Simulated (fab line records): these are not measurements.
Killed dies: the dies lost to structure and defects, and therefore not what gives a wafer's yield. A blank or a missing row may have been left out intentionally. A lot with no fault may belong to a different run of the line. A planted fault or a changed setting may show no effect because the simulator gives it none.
Matching of chambers / flow n5Finfet / 4 sister chambers for N5_BEOL_M4_ALD_98 on aldSin-03
The step deposits SiO2, target thk 2.5 nm, pulse time 1 s, co reactant pulse time 1 s. 4 wafers are shown with their chamber, then 11 later ones without.

== WAFERS WITH THEIR CHAMBER ==
wafer=L083.1; chamber=3; heaterPowerW (W)=79
wafer=L084.2; chamber=2; heaterPowerW (W)=80
wafer=L084.6; chamber=0; heaterPowerW (W)=88
wafer=L089.3; chamber=1; heaterPowerW (W)=65

== WAFERS WITH NO CHAMBER GIVEN ==
wafer=L089.4; heaterPowerW (W)=88
wafer=L089.6; heaterPowerW (W)=84
wafer=L092.1; heaterPowerW (W)=85
wafer=L092.4; heaterPowerW (W)=88
wafer=L092.6; heaterPowerW (W)=67
wafer=L093.1; heaterPowerW (W)=88
wafer=L093.3; heaterPowerW (W)=67
wafer=L093.4; heaterPowerW (W)=84
wafer=L096.4; heaterPowerW (W)=66
wafer=L096.5; heaterPowerW (W)=84
wafer=L096.6; heaterPowerW (W)=78

== WHICH CHAMBER EACH WENT THROUGH ==
wafer=L089.4; from the rows above=0; in truth=0
wafer=L089.6; from the rows above=can't be placed: 0 or 2 or 3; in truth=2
wafer=L092.1; from the rows above=can't be placed: 0 or 2 or 3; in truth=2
wafer=L092.4; from the rows above=0; in truth=0
wafer=L092.6; from the rows above=1; in truth=1
wafer=L093.1; from the rows above=0; in truth=0
wafer=L093.3; from the rows above=1; in truth=1
wafer=L093.4; from the rows above=can't be placed: 0 or 2 or 3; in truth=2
wafer=L096.4; from the rows above=1; in truth=1
wafer=L096.5; from the rows above=can't be placed: 0 or 2 or 3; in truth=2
wafer=L096.6; from the rows above=can't be placed: 3 or 2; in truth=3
Placed correctly: 6 of 11. Not placeable from these rows: 5 (in 5, the candidates include the true chamber). Wrongly placed: 0.
How it was worked out, from the rows above alone: a wafer's distance from a chamber is the root of the sum, over the readings, of the square of ((its reading less the chamber's mean) divided by the reading's scatter). The wafer belongs to the nearest chamber; if the next one is less than 2 further off, it can't be placed. The mean given for a chamber averages the wafers shown for that chamber. The scatter: root of mean squared gap, hidden wafer to nearest shown wafer, with one shown wafer a chamber.
